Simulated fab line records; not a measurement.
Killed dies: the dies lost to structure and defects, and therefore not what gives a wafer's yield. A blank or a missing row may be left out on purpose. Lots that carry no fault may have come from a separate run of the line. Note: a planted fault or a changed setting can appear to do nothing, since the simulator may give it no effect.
Which tool was responsible?	flow n5_finfet	Sampling: 24 lots, 72 wafers, 6 of 1938 route steps

== WHAT THE GAUGES READ, wafer by wafer ==
N5_ILD0_THK_MEAS_08. Usual: 138.4 nm for thk_nm, sd 1.1.
lot	measured	on	thk_nm (nm)	flag
L074	day 3 14:13	film_metro-01	138.2 139.5 136.3	
L075	day 3 21:26	film_metro-01	136.2 137.4 136.8	
L076	day 4 03:39	film_metro-01	136.7 138.6 138.4	
L077	day 4 06:42	film_metro-02	138.7 139.7 138.0	
L078	day 4 14:20	film_metro-01	138.3 138.2 138.6	
L079	day 4 22:44	film_metro-02	139.6 138.9 140.2	
L080	day 5 01:43	film_metro-01	138.6 138.6 141.2	
L081	day 5 09:05	film_metro-02	137.7 139.2 138.9	
L082	day 5 14:41	film_metro-01	137.6 136.4 139.2	
L083	day 5 19:29	film_metro-01	140.3 138.0 139.2	
L084	day 6 07:34	film_metro-02	138.5 137.9 138.7	
L085	day 6 08:21	film_metro-02	137.7 139.1 138.6	
L086	day 6 18:27	film_metro-02	140.0 138.0 137.3	
L087	day 6 23:19	film_metro-01	137.3 137.9 139.4	
L088	day 7 01:28	film_metro-02	138.8 139.6 137.0	
L089	day 7 07:47	film_metro-01	136.5 139.3 136.6	
L090	day 7 15:49	film_metro-01	139.0 139.5 136.9	
L091	day 7 20:14	film_metro-02	139.4 138.5 138.2	
L092	day 8 02:24	film_metro-02	140.7 139.0 138.0	
L093	day 8 10:34	film_metro-02	136.9 140.4 137.9	
L094	day 8 16:07	film_metro-01	137.7 139.9 140.1	
L095	day 8 23:02	film_metro-02	137.4 140.7 139.5	
L096	day 9 02:30	film_metro-02	138.1 136.8 140.1	
L097	day 9 13:36	film_metro-02	140.1 138.8 138.6	

== EACH LOT AND THE TOOL THAT RAN IT (in order: tool; ch and the chambers of the sampled wafers; start) ==
lot	N5_DUMMY_GATE_HM_OPEN_21	N5_DUMMY_GATE_ETCH_23	N5_SPACER0_ALD_00	N5_SD_EPI_N_ETCHBACK_44	N5_SD_EPI_P_DESCUM_14
L074	rie_diel-04 ch 0,2,3, day 2 23:56	rie_si-01 ch 2,3, day 3 00:08	ald_sin-01 ch 1,2, day 3 00:49	rie_diel-05 ch 0,1,2, day 3 02:16	rie_diel-06 ch 2,3, day 3 06:16
L075	rie_diel-02 ch 0,1, day 3 06:45	rie_si-04 ch 1,2,3, day 3 06:56	ald_sin-02 ch 1,2,3, day 3 07:43	rie_diel-05 ch 2,3, day 3 09:02	rie_diel-02 ch 1,3, day 3 13:13
L076	rie_diel-02 ch 1,2,3, day 3 12:38	rie_si-02 ch 0,2,3, day 3 12:50	ald_sin-03 ch 0,1, day 3 13:37	rie_diel-01 ch 0,2, day 3 14:49	rie_diel-06 ch 0,1,3, day 3 18:51
L077	rie_diel-06 ch 0,3, day 3 16:38	rie_si-02 ch 1,2, day 3 16:50	ald_sin-01 ch 0,1, day 3 17:42	rie_diel-01 ch 0,1,3, day 3 19:01	rie_diel-04 ch 0,1,3, day 3 23:04
L078	rie_diel-06 ch 0,2, day 3 23:05	rie_si-02 ch 0,1,2, day 3 23:17	ald_sin-02 ch 0,2,3, day 3 23:55	rie_diel-01 ch 0,1, day 4 02:05	rie_diel-04 ch 0,3, day 4 06:23
L079	rie_diel-04 ch 1,2,3, day 4 08:20	rie_si-02 ch 0,1, day 4 08:32	ald_sin-01 ch 2,3, day 4 09:30	rie_diel-01 ch 0,2,3, day 4 10:53	rie_diel-02 ch 1,3, day 4 14:50
L080	rie_diel-04 ch 0,1,3, day 4 11:13	rie_si-01 ch 0,1,2, day 4 11:25	ald_sin-01 ch 0,1,2, day 4 12:03	rie_diel-05 ch 0,1,3, day 4 13:14	rie_diel-04 ch 0,3, day 4 18:13
L081	rie_diel-06 ch 0,1,3, day 4 16:32	rie_si-02 ch 1,2,3, day 4 16:44	ald_sin-01 ch 0,3, day 4 18:05	rie_diel-03 ch 0,2, day 4 19:25	rie_diel-04 ch 0,1,2, day 5 00:38
L082	rie_diel-02 ch 2,3, day 5 00:38	rie_si-04 ch 1,2,3, day 5 00:49	ald_sin-02 ch 1,2, day 5 01:34	rie_diel-05 ch 0,2, day 5 02:53	rie_diel-04 ch 1,2,3, day 5 07:11
L083	rie_diel-04 ch 0,2,3, day 5 04:57	rie_si-04 ch 0,1,3, day 5 05:08	ald_sin-03 ch 1,2,3, day 5 05:49	rie_diel-01 ch 1,2,3, day 5 07:08	rie_diel-06 ch 1,2,3, day 5 11:46
L084	rie_diel-06 ch 0,1,2, day 5 13:17	rie_si-01 ch 1,3, day 5 13:29	ald_sin-01 ch 0,1,3, day 5 14:14	rie_diel-03 ch 0,2, day 5 15:51	rie_diel-06 ch 2,3, day 5 23:07
L085	rie_diel-02 ch 0,1,3, day 5 17:04	rie_si-04 ch 0,1,2, day 5 17:15	ald_sin-02 ch 1,2,3, day 5 17:53	rie_diel-05 ch 0,2, day 5 19:45	rie_diel-06 ch 0,3, day 5 23:50
L086	rie_diel-06 ch 0,2,3, day 6 01:01	rie_si-02 ch 0,1,2, day 6 01:12	ald_sin-02 ch 0,1,2, day 6 02:00	rie_diel-05 ch 1,2,3, day 6 03:24	rie_diel-02 ch 0,1, day 6 09:12
L087	rie_diel-02 ch 1,3, day 6 05:16	rie_si-04 ch 0,1,2, day 6 05:28	ald_sin-03 ch 2,3, day 6 06:06	rie_diel-05 ch 1,2,3, day 6 08:14	rie_diel-06 ch 1,2, day 6 15:18
L088	rie_diel-04 ch 1,2, day 6 11:11	rie_si-04 ch 0,1,3, day 6 11:23	ald_sin-03 ch 2,3, day 6 12:06	rie_diel-01 ch 1,3, day 6 13:17	rie_diel-06 ch 0,1,2, day 6 17:56
L089	rie_diel-04 ch 0,2,3, day 6 16:55	rie_si-01 ch 0,3, day 6 17:07	ald_sin-03 ch 1,2, day 6 17:50	rie_diel-01 ch 0,2, day 6 19:14	rie_diel-02 ch 2,3, day 6 23:16
L090	rie_diel-06 ch 0,1, day 7 00:45	rie_si-02 ch 0,3, day 7 00:56	ald_sin-02 ch 0,1,3, day 7 01:59	rie_diel-01 ch 1,3, day 7 03:11	rie_diel-06 ch 0,2,3, day 7 07:08
L091	rie_diel-02 ch 2,3, day 7 06:10	rie_si-01 ch 0,3, day 7 06:22	ald_sin-02 ch 0,1,3, day 7 07:32	rie_diel-03 ch 1,2, day 7 08:44	rie_diel-04 ch 2,3, day 7 12:45
L092	rie_diel-04 ch 0,2,3, day 7 11:24	rie_si-02 ch 1,2,3, day 7 11:35	ald_sin-03 ch 0,1,3, day 7 12:14	rie_diel-01 ch 1,2,3, day 7 13:33	rie_diel-04 ch 0,2,3, day 7 18:16
L093	rie_diel-06 ch 0,1,3, day 7 19:16	rie_si-04 ch 0,1,3, day 7 19:28	ald_sin-01 ch 0,2,3, day 7 20:58	rie_diel-01 ch 0,1,3, day 7 22:17	rie_diel-02 ch 0,1,2, day 8 03:03
L094	rie_diel-04 ch 0,2,3, day 8 01:05	rie_si-02 ch 1,3, day 8 01:16	ald_sin-02 ch 0,1,3, day 8 01:55	rie_diel-03 ch 0,2,3, day 8 03:06	rie_diel-04 ch 0,2, day 8 07:08
L095	rie_diel-04 ch 1,2, day 8 08:56	rie_si-04 ch 0,1,2, day 8 09:07	ald_sin-02 ch 1,3, day 8 09:46	rie_diel-01 ch 0,1, day 8 11:24	rie_diel-02 ch 0,3, day 8 15:31
L096	rie_diel-04 ch 0,2,3, day 8 11:22	rie_si-02 ch 0,1,2, day 8 11:33	ald_sin-02 ch 1,2,3, day 8 13:43	rie_diel-01 ch 0,1, day 8 14:55	rie_diel-04 ch 1,2,3, day 8 19:01
L097	rie_diel-04 ch 0,1, day 8 18:28	rie_si-01 ch 0,2, day 8 18:39	ald_sin-03 ch 0,1,3, day 8 20:05	rie_diel-01 ch 0,2,3, day 8 21:17	rie_diel-02 ch 1,3, day 9 04:08
- N5_DUMMY_GATE_HM_OPEN_21: chemistry CH3F/O2, target SiNx, target depth 120 nm, time 171.4 s.
- N5_DUMMY_GATE_ETCH_23: etches poly-Si in HBr/Cl2/O2, target depth 41 nm, time 22.3 s.
- N5_SPACER0_ALD_00: deposits SiOCN, target thk 3.5 nm, pulse time 3 s, purge time 2 s.
- N5_SD_EPI_N_ETCHBACK_44: etches SiNx in CH3F/O2, stops on SiO2, target depth 14.5 nm.
- N5_SD_EPI_P_DESCUM_14: chemistry O2, time 7.9 s.

== AS READ BY THE TOOLS THEMSELVES (means over the sampled wafers that have a number; for cases with no such wafer, the mark the record gives instead) ==
N5_DUMMY_GATE_HM_OPEN_21. Usual: drypump_motor_current_A 5.5 A, standard deviation 0.36; oes_product_au 0.79 a.u., standard deviation 0.088; rf_vpp_V 305 V, standard deviation 8.3; showerhead_plenum_p_Torr 2.03 Torr, standard deviation 0.067; throttle_valve_pct 16.50 %, standard deviation 0.18.
lot	tool	drypump_motor_current_A (A)	oes_product_au (a.u.)	rf_vpp_V (V)	showerhead_plenum_p_Torr (Torr)	throttle_valve_pct (%)	flag
L074	rie_diel-04	5.6	0.81	300	2.02	16.40	
L075	rie_diel-02	5.2	0.73	312	2.02	16.71	
L076	rie_diel-02	5.8	0.80	306	2.05	16.50	
L077	rie_diel-06	5.3	0.88	310	2.14	16.25	
L078	rie_diel-06	5.8	0.78	297	2.09	16.42	
L079	rie_diel-04	5.4	0.73	301	2.02	16.54	
L080	rie_diel-04	5.4	0.78	306	2.03	16.52	
L081	rie_diel-06	5.4	0.85	305	2.08	16.42	
L082	rie_diel-02	5.7	0.84	299	2.09	16.49	
L083	rie_diel-04	5.6	0.79	300	2.01	16.44	
L084	rie_diel-06	5.7	0.81	300	2.04	16.48	
L085	rie_diel-02	5.5	0.78	309	2.05	16.63	
L086	rie_diel-06	5.6	0.81	305	2.09	16.34	
L087	rie_diel-02	5.8	0.86	308	2.09	16.50	
L088	rie_diel-04	5.2	0.71	309	1.97	16.60	
L089	rie_diel-04	5.6	0.77	299	2.01	16.44	
L090	rie_diel-06	5.5	0.80	299	2.07	16.57	
L091	rie_diel-02	5.8	0.95	297	2.04	16.24	
L092	rie_diel-04	5.6	0.77	299	2.01	16.46	
L093	rie_diel-06	5.4	0.83	305	2.08	16.46	
L094	rie_diel-04	5.6	0.78	300	2.01	16.47	
L095	rie_diel-04	5.5	0.71	301	1.95	16.54	
L096	rie_diel-04	5.6	0.77	299	2.00	16.47	
L097	rie_diel-04	5.2	0.74	313	1.99	16.62	

N5_DUMMY_GATE_ETCH_23. Usual: drypump_motor_current_A 5.8 A, standard deviation 0.5; oes_product_au 0.994 a.u., standard deviation 0.019; throttle_valve_pct 37.3 %, standard deviation 0.53.
lot	tool	drypump_motor_current_A (A)	oes_product_au (a.u.)	throttle_valve_pct (%)	flag
L074	rie_si-01	5.3	1.003	37.6	
L075	rie_si-04	5.5	0.983	37.6	
L076	rie_si-02	5.8	0.990	37.5	
L077	rie_si-02	6.0	0.987	37.8	
L078	rie_si-02	6.0	0.983	37.7	
L079	rie_si-02	6.0	0.984	37.6	
L080	rie_si-01	5.7	0.997	36.9	
L081	rie_si-02	6.2	0.986	37.5	
L082	rie_si-04	5.5	0.991	37.6	
L083	rie_si-04	5.8	0.988	37.3	
L084	rie_si-01	5.2	1.024	37.0	
L085	rie_si-04	5.7	0.996	37.5	
L086	rie_si-02	6.0	0.985	37.7	
L087	rie_si-04	5.6	0.995	37.5	
L088	rie_si-04	5.8	1.002	37.3	
L089	rie_si-01	5.9	0.983	36.7	
L090	rie_si-02	6.0	1.002	37.1	
L091	rie_si-01	5.5	1.001	37.0	
L092	rie_si-02	6.2	0.976	37.5	
L093	rie_si-04	5.8	0.979	37.0	
L094	rie_si-02	6.5	1.001	37.4	
L095	rie_si-04	5.6	1.008	37.5	
L096	rie_si-02	6.0	0.987	37.7	
L097	rie_si-01	6.1	0.985	36.8	

N5_SPACER0_ALD_00. Usual: heater_power_w 845 W, standard deviation 99; precursor_pulse_height_rel 1.002, standard deviation 0.019.
lot	tool	heater_power_w (W)	precursor_pulse_height_rel	flag
L074	ald_sin-01	868	0.983	
L075	ald_sin-02	810	0.984	
L076	ald_sin-03	906	1.007	
L077	ald_sin-01	914	1.001	
L078	ald_sin-02	737	1.010	
L079	ald_sin-01	843	0.994	
L080	ald_sin-01	886	1.002	
L081	ald_sin-01	894	0.997	
L082	ald_sin-02	788	1.016	
L083	ald_sin-03	835	1.013	
L084	ald_sin-01	892	0.993	
L085	ald_sin-02	799	0.991	
L086	ald_sin-02	838	0.999	
L087	ald_sin-03	804	0.999	
L088	ald_sin-03	828	1.008	
L089	ald_sin-03	826	1.013	
L090	ald_sin-02	835	1.001	
L091	ald_sin-02	838	0.994	
L092	ald_sin-03	908	0.999	
L093	ald_sin-01	881	1.010	
L094	ald_sin-02	843	0.991	
L095	ald_sin-02	903	1.014	
L096	ald_sin-02	808	0.986	
L097	ald_sin-03	923	0.985	

N5_SD_EPI_N_ETCHBACK_44. Usual: drypump_motor_current_A 5.5 A, standard deviation 0.42; oes_product_au 0.66 a.u., standard deviation 0.078; rf_vpp_V 296 V, standard deviation 9.4; showerhead_plenum_p_Torr 2.01 Torr, standard deviation 0.074; throttle_valve_pct 16.45 %, standard deviation 0.29.
lot	tool	drypump_motor_current_A (A)	oes_product_au (a.u.)	rf_vpp_V (V)	showerhead_plenum_p_Torr (Torr)	throttle_valve_pct (%)	flag
L074	rie_diel-05	5.3	0.64	297	1.99	16.38	
L075	rie_diel-05	6.0	0.61	293	1.97	16.42	
L076	rie_diel-01	5.9	0.61	290	1.97	16.81	
L077	rie_diel-01	5.5	0.64	293	2.06	16.48	
L078	rie_diel-01	5.5	0.60	291	2.08	16.73	
L079	rie_diel-01	5.8	0.63	294	2.00	16.56	
L080	rie_diel-05	5.5	0.71	303	2.00	16.28	
L081	rie_diel-03	5.7	0.69	298	2.00	16.53	
L082	rie_diel-05	5.4	0.66	288	1.99	16.31	
L083	rie_diel-01	5.5	0.64	291	2.00	16.53	
L084	rie_diel-03	5.7	0.68	299	1.99	16.55	
L085	rie_diel-05	5.1	0.72	289	2.03	16.20	
L086	rie_diel-05	5.8	0.71	302	1.96	16.24	
L087	rie_diel-05	5.9	0.70	303	1.96	16.24	
L088	rie_diel-01	5.2	0.63	290	2.06	16.50	
L089	rie_diel-01	5.8	0.59	292	2.01	16.86	
L090	rie_diel-01	5.4	0.65	296	2.04	16.31	
L091	rie_diel-03	5.7	0.71	304	2.06	16.29	
L092	rie_diel-01	5.5	0.62	291	2.00	16.59	
L093	rie_diel-01	5.5	0.70	293	2.05	16.40	
L094	rie_diel-03	5.6	0.69	303	2.06	16.41	
L095	rie_diel-01	5.5	0.73	290	2.06	16.47	
L096	rie_diel-01	5.3	0.65	288	2.06	16.60	
L097	rie_diel-01	5.7	0.76	296	2.08	16.29	

N5_SD_EPI_P_DESCUM_14. Usual: drypump_motor_current_A 5.5 A, standard deviation 0.38; oes_product_au 0.79 a.u., standard deviation 0.086; rf_vpp_V 243.3 V, standard deviation 1.3; showerhead_plenum_p_Torr 2.11 Torr, standard deviation 0.067; throttle_valve_pct 20.52 %, standard deviation 0.22.
lot	tool	drypump_motor_current_A (A)	oes_product_au (a.u.)	rf_vpp_V (V)	showerhead_plenum_p_Torr (Torr)	throttle_valve_pct (%)	flag
L074	rie_diel-06	5.8	0.86	243.9	2.15	20.28	
L075	rie_diel-02	5.8	0.89	244.5	2.21	20.71	
L076	rie_diel-06	5.4	0.86	244.5	2.15	20.34	
L077	rie_diel-04	5.4	0.78	242.8	2.12	20.56	
L078	rie_diel-04	5.5	0.79	243.3	2.16	20.53	
L079	rie_diel-02	5.8	0.81	243.9	2.16	20.72	
L080	rie_diel-04	5.5	0.79	243.8	2.16	20.54	
L081	rie_diel-04	5.4	0.78	242.3	2.05	20.50	
L082	rie_diel-04	5.4	0.72	242.4	2.09	20.54	
L083	rie_diel-06	5.6	0.86	243.2	2.12	20.35	
L084	rie_diel-06	5.8	0.81	243.9	2.14	20.30	
L085	rie_diel-06	5.5	0.81	244.6	2.19	20.31	
L086	rie_diel-02	5.2	0.70	243.1	2.09	20.78	
L087	rie_diel-06	5.9	0.81	242.9	2.09	20.50	
L088	rie_diel-06	5.7	0.80	243.4	2.11	20.50	
L089	rie_diel-02	5.8	0.96	243.4	2.13	20.34	
L090	rie_diel-06	5.6	0.80	245.0	2.17	20.32	
L091	rie_diel-04	5.6	0.73	243.1	2.08	20.47	
L092	rie_diel-04	5.6	0.77	242.8	2.09	20.51	
L093	rie_diel-02	5.5	0.79	242.5	2.08	20.57	
L094	rie_diel-04	5.7	0.81	242.6	2.05	20.49	
L095	rie_diel-02	5.1	0.75	244.1	2.13	20.80	
L096	rie_diel-04	5.4	0.70	242.6	2.09	20.58	
L097	rie_diel-02	5.8	0.82	244.1	2.19	20.77	

== THE ANSWER, worked out from the rows above alone ==
Rule: a lot counts as off when the mean over its wafers that have a number is more than 3 standard deviations away from the usual mean. Also off: a lot with no number at a reading for which 4 or more lots have one. Where the step has rows for the other lots, those lots are counted as sound. The gauges are gone through in route order, then the tools' own readings, and for those a lot's mean is taken as printed above. At the first step where some lot is off, the reading lying furthest off is the one used; lots without a number count as furthest.
None of the lots is off at any reading shown; this tells nothing.

== WHAT THE SIMULATOR HAD INSERTED ==
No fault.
